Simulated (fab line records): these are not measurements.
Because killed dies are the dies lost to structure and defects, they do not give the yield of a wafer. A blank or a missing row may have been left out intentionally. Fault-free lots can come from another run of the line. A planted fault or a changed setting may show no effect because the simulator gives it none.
Matching of chambers / flow n5Finfet / 4 sister chambers for N5_MOL_CONTACT_COAG_CMP_52 on cmp-03
The step polishes, stops on SiO2, t overpolish 1.5 s, target thk 66.5 nm. 4 wafers are shown with their chamber, then 6 later ones without.

## WAFERS PAIRED WITH THEIR CHAMBERS
wafer=L082.3; chamber=3; motorCurrentA (A)=13.3
wafer=L084.1; chamber=1; motorCurrentA (A)=12.7
wafer=L084.3; chamber=0; motorCurrentA (A)=12.0
wafer=L084.4; chamber=2; motorCurrentA (A)=12.1

## WAFERS WHOSE CHAMBER IS MISSING
wafer=L086.1; motorCurrentA (A)=11.6
wafer=L086.2; motorCurrentA (A)=11.1
wafer=L087.3; motorCurrentA (A)=13.6
wafer=L092.1; motorCurrentA (A)=11.8
wafer=L092.2; motorCurrentA (A)=11.6
wafer=L096.1; motorCurrentA (A)=11.2

## WHICH CHAMBER EACH ONE RAN IN
wafer=L086.1; from the rows above=can't be placed: 0 or 2 or 1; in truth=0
wafer=L086.2; from the rows above=can't be placed: 0 or 2 or 1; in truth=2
wafer=L087.3; from the rows above=can't be placed: 3 or 1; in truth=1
wafer=L092.1; from the rows above=can't be placed: 0 or 2 or 1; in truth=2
wafer=L092.2; from the rows above=can't be placed: 0 or 2 or 1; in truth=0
wafer=L096.1; from the rows above=can't be placed: 0 or 2 or 1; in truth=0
0 of 6 placed correctly. From these rows, 6 cannot be placed; in 6 the true chamber is one of the candidates. 0 placed wrongly.
How it was worked out, from the rows above alone: a wafer's distance from a chamber is the root of the sum, over the readings, of the square of ((its reading less the chamber's mean) divided by the reading's scatter). The wafer belongs to the nearest chamber; if the next one is less than 2 further off, it can't be placed. A chamber's mean is the mean of its shown wafers. The scatter: with one shown wafer a chamber, the root of the mean of the squares of how far each hidden wafer lies from its nearest shown one.
